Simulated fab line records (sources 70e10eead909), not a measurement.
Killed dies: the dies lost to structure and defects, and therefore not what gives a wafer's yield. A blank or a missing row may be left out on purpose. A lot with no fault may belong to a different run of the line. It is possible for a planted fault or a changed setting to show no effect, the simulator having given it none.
fab line records	flow nand-harc
record lots=14	wafers=42	last-day=33
route steps=1302 shown P_GATE@202 P_CONTACT@230
lots that met no fault: taken from a fault-free run of the same line
start-h: start of the lot's first displayed wafer, in hours after the record's first day	wait-h: hours since the lot's step before	" same as the row above	L1.1+2: a row that stands for several wafers	- value missing, or start not given	* or withheld: withheld	< > ~ a bound
route shown NAME@n: a module of which the file shows steps, and the number in the route of the first	usual: mean/standard deviation of fault-free wafers	same: alike in all rows	chamber/n: place in a boat	sites: readings site by site	_std_site: their standard deviation	_edge_site: inner sites' mean taken away from outer sites' mean	radius-mm: how far each site lies from the wafer's centre	mask NAME#n: copy n	behind: the most recent tool/chamber to have shaped the wafer	hold: reason for holding the lot/hours on hold/outcome of the hold	device: whichever transistor did not switch (one of n, p or np)	end of line: tests run on the same wafers once the route is complete	a step with no rows: only its recipe	killed: at the first sort, the dies lost to defects and structure; wafer yield is something else	map: shows each die of a wafer: x if killed, . if not, _ if none is there
set.NAME: setting as actually run; set.NAME@STEP: the setting as run at that earlier step	model.NAME: the simulator's own value behind a step, which no gauge read
route steps across a sampled set of lots; one table per step, one row per wafer
services: the hour from which a tool's chamber was out of use, counted from the record's first day as start-h (under 0 if before that day), plus the number of hours and why
## steps
# step NHARC_P_GATE_DESCUM_93
# recipe time-s=3	o2-flow-sccm=200	ar-flow-sccm=0	bias-power-w=0	chemistry=O2
# usual drypump-motor-current-A=5.8/0.47	mfc-ar-sccm=0.002/0.0052	o2-flow-sccm=200.1/0.61	oes-product-au=1.002/0.014	rf-vpp-V=58.1/0.89	showerhead-plenum-p-Torr=1.98/0.066	throttle-valve-pct=11.312/0.009
lot.wafer	tool	chamber	start-h	wait-h	drypump-motor-current-A	mfc-ar-sccm	o2-flow-sccm	oes-product-au	rf-hours-counter-h	rf-vpp-V	showerhead-plenum-p-Torr	throttle-valve-pct
L605.2	rie-diel-10	2	108.95	-	5.6	0	200.3	1.008	2	58.1	2.04	11.313
L605.3	"	3	"	"	5.6	0	199.2	0.999	2	59.6	1.95	11.311
L605.6	"	3	"	"	5.6	0	199.5	1.003	-	59.4	1.95	11.309
L606.2	rie-diel-10	3	121.91	-	5.6	0	200.5	1.012	2	56.0	1.94	11.312
L606.5	"	3	"	"	5.6	0	200.2	1.020	-	57.8	1.95	11.336
L606.6	"	1	"	"	6.6	0.003	200.0	0.999	-	57.9	2.01	11.321
L607.3	rie-diel-10	1	130.04	-	6.7	0.003	199.9	1.011	2	59.4	2.01	11.319
L607.1	"	3	"	"	5.5	0	200.6	1.022	3	58.5	1.95	11.314
L607.4	"	1	"	"	6.6	0.003	200.0	1.005	-	57.6	2.01	11.315
L608.1	rie-diel-10	2	140.05	-	5.6	0	200.5	1.019	3	58.6	2.04	11.294
L608.3	"	3	"	"	5.6	0	200.2	1.025	3	57.6	1.95	11.320
L608.4	"	2	"	"	5.5	0	199.2	1.014	-	59.0	2.04	11.319
L609.2	rie-diel-05	0	152.78	-	5.3	0	200.3	1.011	5	57.7	1.80	11.299
L609.3	"	1	"	"	6.3	0.023	199.9	0.976	5	57.3	1.93	11.329
L609.6	"	2	"	"	5.7	0	199.4	0.979	-	57.3	1.98	11.304
L610.3	rie-diel-09	3	162.48	-	6.2	0	200.6	0.982	1	57.6	1.99	11.300
L610.2	"	0	"	"	5.7	0.003	200.5	0.998	1	58.7	2.07	11.303
L610.6	"	2	"	"	5.1	0	199.8	1.001	-	56.7	1.92	11.316
L611.4	rie-diel-10	2	176.64	-	5.6	0	200.3	0.998	5	58.3	2.04	11.317
L611.6	"	1	"	"	6.6	0.003	199.2	0.990	-	58.8	2.01	11.309
L611.5	"	2	"	"	5.6	0	200.0	1.011	-	58.6	2.04	11.306
L612.1	rie-diel-09	0	184.16	-	5.7	0.003	200.6	1.008	2	57.5	2.07	11.298
L612.2	"	1	"	"	5.4	0	200.8	1.011	1	59.6	2.03	11.320
L612.6	"	0	"	"	5.7	0.003	199.6	0.998	-	57.4	2.07	11.303
L614.1	rie-diel-05	2	210.35	-	5.7	0	200.9	0.997	8	57.4	1.98	11.291
L614.4	"	3	"	"	6.3	0	199.6	1.004	10	58.6	1.88	11.309
L614.6	"	1	"	"	6.3	0.023	199.9	0.978	-	56.8	1.93	11.313
L616.1	rie-diel-09	1	227.05	-	5.4	0	199.8	1.007	3	59.0	2.03	11.316
L616.2	"	0	"	"	5.7	0.003	199.5	1.004	3	58.2	2.06	11.302
L616.6	"	0	"	"	5.7	0.003	199.9	1.003	-	57.9	2.06	11.315
L617.3	rie-diel-10	3	234.77	-	5.6	0	199.9	1.003	11	57.6	1.94	11.314
L617.2	"	2	"	"	5.6	0	200.5	1.011	6	59.3	2.04	11.320
L617.5	"	3	"	"	5.6	0	199.2	1.012	-	58.7	1.94	11.310
L621.1	rie-diel-05	2	272.43	-	5.7	0	199.0	0.999	2	58.2	1.98	11.311
L621.3	"	1	"	"	6.3	0.023	200.0	0.968	2	57.9	1.93	11.301
L621.6	"	2	"	"	5.7	0	199.4	1.000	-	60.3	1.98	11.310
L626.4	rie-diel-10	0	321.37	-	5.5	0	199.8	1.016	3	56.1	2.06	11.312
L626.3	"	1	"	"	6.6	0.003	200.3	1.004	3	58.8	2.01	11.321
L626.2	"	2	"	"	5.6	0	200.8	1.000	4	58.4	2.04	11.310
L627.4	rie-diel-10	3	338.49	-	5.6	0	199.9	1.028	5	58.2	1.94	11.321
L627.5	"	1	"	"	6.7	0.003	200.7	0.991	-	57.0	2.01	11.299
L627.6	"	2	"	"	5.6	0	200.5	1.008	-	58.4	2.04	11.310
# step NHARC_P_GATE_RTA_64
# recipe temp-c=1050	time-s=1
# usual lamp-power-pct=31.1/1.1	lamp_zone_2_pct=31.1/1.1	wafer_temp_C_max=1054.2/1.4
lot.wafer	tool	chamber	start-h	wait-h	lamp-power-pct	lamp_zone_2_pct	wafer_temp_C_max
L605.2	rtp-anneal-01	0	110.65	-	32.4	32.4	1053.6
L605.3	"	0	"	"	32.3	32.4	1053.5
L605.6	"	0	"	"	32.3	32.4	1052.9
L606.2	rtp-anneal-01	0	123.59	-	32.3	32.3	1052.2
L606.5	"	0	"	"	32.3	32.3	1052.2
L606.6	"	0	"	"	32.3	32.3	1052.4
L607.1	rtp-anneal-01	0	131.71	-	32.4	32.3	1053.5
L607.3	"	0	"	"	32.3	32.3	1051.8
L607.4	"	0	"	"	32.4	32.4	1051.8
L608.1	rtp-anneal-01	0	141.74	-	32.3	32.4	1053.1
L608.3	"	0	"	"	32.3	32.3	1052.3
L608.4	"	0	"	"	32.3	32.3	1053.2
L609.2	rtp-anneal-01	0	154.42	-	32.3	32.3	1052.4
L609.3	"	0	"	"	32.3	32.4	1053.6
L609.6	"	0	"	"	32.3	32.3	1055.4
L610.2	rtp-anneal-02	0	164.15	-	30.1	30.1	1056.5
L610.3	"	0	"	"	30.1	30.1	1055.7
L610.6	"	0	"	"	30.1	30.1	1054.5
L611.4	rtp-anneal-02	0	178.37	-	30.1	30.1	1057.4
L611.5	"	0	"	"	30.1	30.1	1054.1
L611.6	"	0	"	"	30.1	30.1	1054.1
L612.1	rtp-anneal-02	0	185.80	-	30.1	30.0	1054.9
L612.2	"	0	"	"	30.1	30.1	1053.3
L612.6	"	0	"	"	30.1	30.0	1055.7
L614.1	rtp-anneal-02	0	212.00	-	30.1	30.1	1054.9
L614.4	"	0	"	"	30.0	30.0	1054.9
L614.6	"	0	"	"	30.1	30.0	1054.5
L616.1	rtp-anneal-01	0	228.72	-	32.4	32.4	1053.5
L616.2	"	0	"	"	32.3	32.3	1052.8
L616.6	"	0	"	"	32.3	32.3	1053.5
L617.2	rtp-anneal-02	0	236.46	-	30.1	30.1	1055.5
L617.3	"	0	"	"	30.1	30.1	1054.7
L617.5	"	0	"	"	30.1	30.1	1055.1
L621.1	rtp-anneal-02	0	274.09	-	30.1	30.1	1056.2
L621.3	"	0	"	"	30.1	30.1	1055.8
L621.6	"	0	"	"	30.1	30.1	1055.5
L626.2	rtp-anneal-01	0	323.04	-	32.4	32.4	1052.2
L626.3	"	0	"	"	32.4	32.4	1053.4
L626.4	"	0	"	"	32.4	32.3	1052.2
L627.4	rtp-anneal-02	0	340.18	-	30.1	30.1	1054.7
L627.5	"	0	"	"	30.1	30.1	1054.4
L627.6	"	0	"	"	30.1	30.1	1054.4
# step NHARC_P_CONTACT_PEB_10
# recipe peb-temp-c=100	peb-time-s=65
# usual heater-power-total-W=156.6/0.43
lot.wafer	tool	chamber	start-h	wait-h	heater-power-total-W
L605.2	litho-track-04	0	113.41	0.1	157.2
L605.3	"	0	"	"	155.9
L605.6	"	0	"	"	157.2
L606.2	litho-track-06	0	126.36	0.1	156.6
L606.5	"	0	"	"	156.4
L606.6	"	0	"	"	156.1
L607.1	litho-track-01	0	134.54	0.1	156.2
L607.3	"	0	"	"	156.9
L607.4	"	0	"	"	156.0
L608.1	litho-track-06	0	144.53	0.1	156.0
L608.3	"	0	"	"	157.1
L608.4	"	0	"	"	155.9
L609.2	litho-track-04	0	157.20	0.1	156.2
L609.3	"	0	"	"	156.0
L609.6	"	0	"	"	156.2
L610.2	litho-track-04	0	166.94	0.1	157.1
L610.3	"	0	"	"	156.5
L610.6	"	0	"	"	157.1
L611.4	litho-track-04	0	181.07	0.0	156.9
L611.5	"	0	"	"	157.0
L611.6	"	0	"	"	156.4
L612.1	litho-track-06	0	188.59	0.1	156.7
L612.2	"	0	"	"	156.5
L612.6	"	0	"	"	157.1
L614.1	litho-track-01	0	214.78	0.1	156.4
L614.4	"	0	"	"	156.9
L614.6	"	0	"	"	157.1
L616.1	litho-track-04	0	231.55	0.1	157.1
L616.2	"	0	"	"	156.9
L616.6	"	0	"	"	157.0
L617.2	litho-track-04	0	239.24	0.1	156.7
L617.3	"	0	"	"	156.7
L617.5	"	0	"	"	156.3
L621.1	litho-track-01	0	276.75	0.1	156.1
L621.3	"	0	"	"	157.1
L621.6	"	0	"	"	157.1
L626.2	litho-track-01	0	325.69	0.1	156.9
L626.3	"	0	"	"	156.8
L626.4	"	0	"	"	156.9
L627.4	litho-track-01	0	342.88	0.0	156.9
L627.5	"	0	"	"	156.1
L627.6	"	0	"	"	156.8
# step NHARC_P_CONTACT_CD_MEAS_12
# recipe target-cd-nm=90	landing-energy-ev=500
# usual cd-nm=89.1/0.77
lot.wafer	tool	chamber	start-h	wait-h	cd-nm
L605.2	cd-sem-02	0	113.49	-	89.2
L605.3	"	0	"	"	90.5
L605.6	"	0	"	"	89.8
L606.2	cd-sem-01	0	126.44	-	88.3
L606.5	"	0	"	"	88.0
L606.6	"	0	"	"	88.5
L607.1	cd-sem-03	0	134.62	-	90.6
L607.3	"	0	"	"	89.6
L607.4	"	0	"	"	89.9
L608.1	cd-sem-03	0	144.61	-	87.9
L608.3	"	0	"	"	88.5
L608.4	"	0	"	"	88.2
L609.2	cd-sem-03	0	157.28	-	89.8
L609.3	"	0	"	"	89.4
L609.6	"	0	"	"	89.3
L610.2	cd-sem-02	0	167.03	-	88.9
L610.3	"	0	"	"	89.6
L610.6	"	0	"	"	89.7
L611.4	cd-sem-03	0	181.16	-	88.6
L611.5	"	0	"	"	89.4
L611.6	"	0	"	"	89.9
L612.1	cd-sem-02	0	188.67	-	88.8
L612.2	"	0	"	"	88.2
L612.6	"	0	"	"	88.6
L614.1	cd-sem-01	0	214.86	-	90.7
L614.4	"	0	"	"	89.5
L614.6	"	0	"	"	90.2
L616.1	cd-sem-03	0	231.63	-	88.7
L616.2	"	0	"	"	87.9
L616.6	"	0	"	"	88.8
L617.2	cd-sem-02	0	239.32	-	89.4
L617.3	"	0	"	"	89.7
L617.5	"	0	"	"	89.3
L621.1	cd-sem-01	0	276.83	-	89.5
L621.3	"	0	"	"	89.4
L621.6	"	0	"	"	90.1
L626.2	cd-sem-02	0	325.78	-	96.0
L626.3	"	0	"	"	96.8
L626.4	"	0	"	"	96.3
L627.4	cd-sem-03	0	342.97	-	96.1
L627.5	"	0	"	"	97.1
L627.6	"	0	"	"	96.6
# step NHARC_P_CONTACT_CD_MEAS_19
# usual cd-nm=88.1/2.2
lot.wafer	tool	chamber	start-h	wait-h	cd-nm
L605.2	cd-sem-01	-	114.55	-	90.9
L605.3	"	-	"	"	90.0
L605.6	"	-	"	"	88.9
L606.2	cd-sem-02	-	127.51	-	87.3
L606.5	"	-	"	"	85.6
L606.6	"	-	"	"	89.5
L607.1	cd-sem-03	-	135.67	-	89.9
L607.3	"	-	"	"	90.0
L607.4	"	-	"	"	88.1
L608.1	cd-sem-02	-	145.67	-	88.1
L608.3	"	-	"	"	86.0
L608.4	"	-	"	"	86.6
L609.2	cd-sem-03	-	158.72	-	85.9
L609.3	"	-	"	"	89.3
L609.6	"	-	"	"	89.6
L610.2	cd-sem-03	-	168.24	-	86.2
L610.3	"	-	"	"	87.0
L610.6	"	-	"	"	85.0
L611.4	cd-sem-03	-	182.36	-	85.3
L611.5	"	-	"	"	86.8
L611.6	"	-	"	"	90.4
L612.1	cd-sem-03	-	189.87	-	87.8
L612.2	"	-	"	"	84.2
L612.6	"	-	"	"	85.8
L614.1	cd-sem-01	-	215.91	-	89.3
L614.4	"	-	"	"	89.8
L614.6	"	-	"	"	89.2
L616.1	cd-sem-02	-	232.69	-	88.3
L616.2	"	-	"	"	84.5
L616.6	"	-	"	"	85.1
L617.2	cd-sem-02	-	240.37	-	83.5
L617.3	"	-	"	"	88.1
L617.5	"	-	"	"	89.2
L621.1	cd-sem-01	-	277.88	-	89.5
L621.3	"	-	"	"	91.6
L621.6	"	-	"	"	90.1
L626.2	cd-sem-03	-	326.83	-	94.5
L626.3	"	-	"	"	99.2
L626.4	"	-	"	"	99.3
L627.4	cd-sem-03	-	344.03	-	98.0
L627.5	"	-	"	"	96.9
L627.6	"	-	"	"	97.2
# step NHARC_P_CONTACT_STRIP_28
# recipe o2-flow-sccm=500	ar-flow-sccm=0	bias-w=0	chemistry=O2
# usual drypump-motor-current-A=5.9/0.44	mfc-ar-sccm=0.006/0.0082	o2-flow-sccm=500.1/1.3	oes-product-au=0.995/0.015	rf-vpp-V=57.8/0.9	showerhead-plenum-p-Torr=3.56/0.13	throttle-valve-pct=17.037/0.0083
lot.wafer	tool	chamber	start-h	wait-h	drypump-motor-current-A	mfc-ar-sccm	o2-flow-sccm	oes-product-au	rf-hours-counter-h	rf-vpp-V	showerhead-plenum-p-Torr	throttle-valve-pct
L605.2	rie-diel-06	0	114.64	0.1	5.7	0.007	499.2	0.959	8.1	59.1	3.63	17.030
L605.3	"	2	"	"	5.7	0.010	501.0	0.986	8.9	59.0	3.69	17.035
L605.6	"	0	"	"	5.7	0.007	500.8	0.964	-	59.0	3.63	17.048
L606.2	rie-diel-01	2	127.61	0.1	5.8	0	502.5	1.004	2.1	58.1	3.62	17.049
L606.5	"	0	"	"	5.5	0	500.5	1.031	-	58.0	3.31	17.049
L606.6	"	1	"	"	6.1	0	500.0	1.006	-	58.1	3.62	17.033
L607.3	rie-diel-01	0	135.75	0.1	5.5	0	498.0	1.037	2.0	57.6	3.31	17.036
L607.4	"	1	"	"	6.1	0	501.3	1.015	2.1	58.5	3.62	17.045
L607.1	"	2	"	"	5.9	0	498.7	0.993	2.2	58.1	3.62	17.027
L608.4	rie-diel-01	2	145.76	0.1	5.8	0	500.8	0.991	2.4	57.3	3.62	17.055
L608.3	"	3	"	"	5.4	0.002	499.7	0.980	2.4	58.9	3.54	17.054
L608.1	"	0	"	"	5.5	0	499.7	1.037	2.2	57.3	3.31	17.034
L609.3	rie-diel-11	2	158.81	0.1	6.5	0.002	499.7	1.013	2.5	59.0	3.74	17.055
L609.2	"	0	"	"	6.0	0	500.3	0.985	2.9	58.7	3.33	17.033
L609.6	"	2	"	"	6.5	0.002	499.1	1.007	-	58.0	3.74	17.037
L610.3	rie-diel-01	1	168.33	0.1	6.1	0	501.8	1.006	2.9	58.9	3.62	17.039
L610.2	"	3	"	"	5.4	0.002	498.2	0.975	3.2	58.0	3.54	17.034
L610.6	"	0	"	"	5.5	0	499.9	1.028	-	56.9	3.31	17.055
L611.4	rie-diel-11	0	182.48	0.1	5.9	0	498.8	0.983	3.5	57.9	3.33	17.054
L611.6	"	1	"	"	6.3	0.023	500.5	0.997	-	56.3	3.40	17.047
L611.5	"	2	"	"	6.6	0.002	499.7	1.002	-	58.4	3.74	17.039
L612.1	rie-diel-06	3	189.95	0.1	6.6	0	498.7	1.001	3.9	56.7	3.47	17.045
L612.2	"	2	"	"	5.7	0.010	502.0	0.999	3.6	57.9	3.69	17.040
L612.6	"	3	"	"	6.6	0	499.6	0.997	-	56.6	3.47	17.031
L614.4	rie-diel-06	0	216.00	0.1	5.7	0.007	499.5	0.989	5.5	57.7	3.63	17.020
L614.1	"	2	"	"	5.7	0.010	499.1	0.993	5.2	58.7	3.69	17.041
L614.6	"	0	"	"	5.7	0.007	500.7	0.988	-	56.9	3.63	17.037
L616.1	rie-diel-11	2	232.77	0.1	6.5	0.002	501.1	1.015	4.2	59.0	3.74	17.035
L616.2	"	1	"	"	6.3	0.023	499.5	1.005	4.2	56.2	3.40	17.041
L616.6	"	3	"	"	5.6	0	499.7	0.998	-	58.7	3.70	17.040
L617.3	rie-diel-06	0	240.47	0.1	5.7	0.007	499.9	0.972	6.8	58.3	3.63	17.034
L617.2	"	1	"	"	5.1	0.025	500.3	0.973	5.0	58.7	3.54	17.038
L617.5	"	2	"	"	5.7	0.010	500.6	0.990	-	56.9	3.69	17.041
L621.1	rie-diel-06	3	277.97	0.1	6.6	0	500.2	0.997	7.7	56.5	3.47	17.026
L621.3	"	0	"	"	5.7	0.007	498.8	0.975	9.2	59.7	3.63	17.034
L621.6	"	2	"	"	5.7	0.010	502.8	0.991	-	57.1	3.69	17.025
L626.2	rie-diel-01	1	326.90	0.1	6.1	0	499.4	1.001	3.2	56.4	3.62	17.037
L626.3	"	3	"	"	5.4	0.002	497.6	0.975	3.4	58.5	3.54	17.039
L626.4	"	0	"	"	5.5	0	497.4	1.012	3.1	56.7	3.31	17.027
L627.4	rie-diel-11	1	344.14	0.1	6.3	0.023	499.7	1.004	2.8	58.6	3.39	17.037
L627.5	"	2	"	"	6.6	0.002	502.3	0.977	-	57.2	3.73	17.051
L627.6	"	3	"	"	5.7	0	499.8	0.997	-	57.1	3.70	17.037
## services
tool	chamber	start-h	hours	kind
rie-diel-10	0	103.80	17.0	repair
rie-diel-06	0	118.94	3.8	repair
rie-diel-10	0	121.02	50.6	repair
rie-diel-06	-	130.42	9.0	pm
rie-diel-10	-	138.73	0.2	repair
rie-diel-10	2	148.44	4.9	repair
litho-track-01	-	155.00	7.0	pm
rie-diel-06	1	167.17	25.8	repair
rie-diel-10	2	177.62	28.1	repair
rie-diel-06	3	194.01	7.7	repair
rie-diel-06	2	196.13	3.6	repair
rie-diel-10	0	196.70	20.4	repair
litho-track-04	-	203.00	7.0	pm
rie-diel-01	-	203.82	9.0	pm
rie-diel-10	1	225.52	8.5	repair
rie-diel-10	-	242.50	9.0	pm
rie-diel-10	0	274.55	6.6	repair
rie-diel-01	0	283.83	6.9	repair
rie-diel-06	0	286.71	3.3	repair
rie-diel-06	1	291.09	17.1	repair
rie-diel-06	-	307.42	9.0	pm
rie-diel-01	2	328.11	8.5	repair
litho-track-01	-	330.00	7.0	pm
rie-diel-10	-	340.96	2.3	repair
## key
first-sign step=NHARC_P_CONTACT_CD_MEAS_12	reading=cd-nm	direction=up	sigmas=9.6	usual=89.1	struck=96.5
effect step=NHARC_P_CONTACT_CD_MEAS_19	reading=cd-nm	direction=up	sigmas=4.3	usual=88.1	struck=97.5
met-at NHARC_P_CONTACT_PEB_10
struck-lots L626,L627
sort-left-out L626.2,L626.3,L626.4,L627.4,L627.5,L627.6
tester-left-out L626,L627
not-acting-at NHARC_P_GATE_DESCUM_93,NHARC_P_GATE_RTA_64,NHARC_P_CONTACT_STRIP_28
onset-between 276.75 325.69
also-fits time
fault kind=process-parameter-drift	tool=litho-track-01	chamber=-	onset-h=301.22	steps=NHARC_P_CONTACT_PEB_10	channel=peb-time-s	offset=*	shape=step	end-h=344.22	acts-in=*	stated=*
# tester-left-out: of these lots the tester's yield and bins aren't shown, on N5 and GAA mostly nor the transistor test; their killed dies are dies lost to structure and defects alone, not to doping, threshold or leakage, so they don't give the yield
# sort-left-out: the simulated sort isn't trusted on such a fault, so these wafers' sort isn't shown, and their yield isn't known
